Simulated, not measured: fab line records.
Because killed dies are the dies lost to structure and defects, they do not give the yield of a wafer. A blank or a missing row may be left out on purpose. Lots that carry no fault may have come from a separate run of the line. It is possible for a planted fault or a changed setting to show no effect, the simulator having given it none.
Matching of chambers | flow nand_harc | NHARC_A_STAIRCASE_DEP_417 on pecvd-02 has 3 sister chambers
The step deposits Si3N4, target thk 60 nm. 6 wafers are shown with their chamber, then 8 later ones without.

## WAFERS PAIRED WITH THEIR CHAMBERS
wafer  | chamber | heater_power_w (W)
L082.1 | 2       | 645
L081.1 | 0       | 841
L093.1 | 0       | 856
L093.2 | 2       | 743
L093.3 | 1       | 650
L094.3 | 1       | 648

## WAFERS MISSING THEIR CHAMBER
wafer  | heater_power_w (W)
L094.4 | 644
L094.6 | 692
L097.1 | 827
L097.2 | 622
L097.6 | 628
L096.1 | 639
L096.4 | 708
L096.6 | 679

## THE CHAMBER EACH PASSED THROUGH
wafer  | from the rows above     | in truth
L094.4 | can't be placed: 1 or 2 | 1
L094.6 | can't be placed: 2 or 1 | 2
L097.1 | 0                       | 0
L097.2 | can't be placed: 1 or 2 | 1
L097.6 | can't be placed: 1 or 2 | 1
L096.1 | can't be placed: 1 or 2 | 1
L096.4 | can't be placed: 2 or 1 | 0
L096.6 | can't be placed: 2 or 1 | 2
Placed correctly: 1 of 8. Cannot be placed on the basis of these rows: 7; the candidates contain the true chamber in 6. 0 placed wrongly.
How it was worked out, from the rows above alone: a wafer's distance from a chamber is the root of the sum, over the readings, of the square of ((its reading less the chamber's mean) divided by the reading's scatter). The wafer belongs to the nearest chamber; if the next one is less than 2 further off, it can't be placed. The mean given for a chamber averages the wafers shown for that chamber. How the scatter is found: for the shown wafers, subtract from each reading the mean of its chamber, square and add these, divide the total by (wafers less chambers), then take the root.
